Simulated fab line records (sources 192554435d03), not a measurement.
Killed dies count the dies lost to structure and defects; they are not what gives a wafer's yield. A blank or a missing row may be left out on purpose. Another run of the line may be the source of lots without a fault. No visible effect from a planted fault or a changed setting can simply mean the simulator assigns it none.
The same fault as seen by 3 desks ; flow n5_finfet ; each desk has only its own numbers; what lay behind them comes last

THE METROLOGY DESK
What the gauges read for every lot (on any tool): the sampled wafers with a number, averaged. A lot is out of limits, marked OUT, if its mean lies more than 4 standard deviations from the usual mean; the brackets give that distance. Only the readings that lie furthest out on some lot appear, 7 of the 10 it has.
Columns: A = DIBL_N at N5_BEOL_M4_RC_MEAS_101, usual 36.2 mV/V; B = DIBL_P at N5_BEOL_M4_RC_MEAS_101, usual 36.2 mV/V; C = IOFF_N at N5_BEOL_M4_RC_MEAS_101, usual 0.16 nA/um; D = IOFF_P at N5_BEOL_M4_RC_MEAS_101, usual 0.21 nA/um; E = ION_N at N5_BEOL_M4_RC_MEAS_101, usual 673 uA/um; F = VT_N at N5_BEOL_M4_RC_MEAS_101, usual 250 mV; G = VT_P at N5_BEOL_M4_RC_MEAS_101, usual -251 mV
lot;first seen here;A;B;C;D;E;F;G
L694;day 8 05:29;35.0;36.6;0.16;0.22;674;250;-249
L695;day 8 07:13;38.2;40.2;0.25;0.31;699;241;-244
L702;day 10 21:37;37.8;37.3;0.18;0.23;674;249;-251
L705;day 11 07:58;36.7;35.3;0.15;0.18;680;252;-254
L709;day 12 13:05;36.2;36.0;0.16;0.22;674;250;-249
L710;day 12 17:07;32.4;31.7;0.10;0.14;650;257;-256
L712;day 12 20:08;35.4;36.0;0.14;0.19;671;252;-252
L711;day 12 23:57;36.3;34.8;0.15;0.20;671;248;-252
Result from this desk: across the 8 lots, nothing is out of limits.

THE DEFECT DESK
Counts from the inspections along the route, per lot, as means over the sampled wafers that have a number. A lot is out of limits, marked OUT, if its mean lies more than 4 standard deviations from the usual mean; the brackets give that distance.
Columns: A = raw_defect_count at N5_FIN_SAQP_INSPECT_18, usual 421
lot;first seen here;A
L694;day 2 09:44;373
L695;day 2 16:03;270
L702;day 4 09:37;442
L705;day 5 05:59;560
L709;day 6 03:37;323
L710;day 6 09:04;498
L711;day 6 15:30;350
L712;day 6 21:57;458
Result from this desk: across the 8 lots, nothing is out of limits.

FOR THE TOOL OWNER'S DESK: rie_si-03
The tool's own readings at N5_FIN_SAQP_MANDREL_ETCH_58 (etches a-Si in HBr/Cl2, stops on SiNx, target depth 45 nm, bt time 10 s, time 27 s): means of the sampled wafers that have a number, for each lot that ran on this tool. A lot is out of limits, marked OUT, if its mean lies more than 4 standard deviations from the usual mean; the brackets give that distance.
Columns: A = bias_w at N5_FIN_SAQP_MANDREL_ETCH_58, usual 74.99 W; B = drypump_motor_current_A at N5_FIN_SAQP_MANDREL_ETCH_58, usual 5.8 A; C = oes_product_au at N5_FIN_SAQP_MANDREL_ETCH_58, usual 0.703 a.u.; D = throttle_valve_pct at N5_FIN_SAQP_MANDREL_ETCH_58, usual 35.52 %
lot;first seen here;A;B;C;D
L694;day 2 12:05;74.94;5.2;0.696;35.48
L695;day 2 18:18;74.97;5.1;0.707;35.56
L702;day 4 12:42;75.25;6.0;0.628 (-6.8) OUT;35.35
L705;day 5 08:17;74.94;5.7;0.643 (-5.5) OUT;35.50
Finding of this desk: L702, L705 out of limits; the first was L702 at day 4 12:42, on oes_product_au at N5_FIN_SAQP_MANDREL_ETCH_58. Within limits: L694, L695.

ALL TOGETHER
The tool owner's desk had the chance to raise an alarm at day 4 12:42 on L702, L705.
Metrology desk: nothing out of limits seen.
Nothing the defect desk looked at was out of limits.
The metrology desk has L702, L705 on record, within its limits.
The defect desk has L702, L705 on record, within its limits.
The lots listed all ran N5_FIN_SAQP_MANDREL_ETCH_58 on rie_si-03.

WHAT THE SIMULATOR HAD INSERTED
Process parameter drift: rie_si-03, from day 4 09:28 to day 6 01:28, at N5_FIN_SAQP_MANDREL_ETCH_58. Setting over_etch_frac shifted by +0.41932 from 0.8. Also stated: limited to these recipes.
Lots struck among those shown: L702, L705.
Time in hours from fault onset to the first out-of-limits reading at each desk: the tool owner's desk, 3.
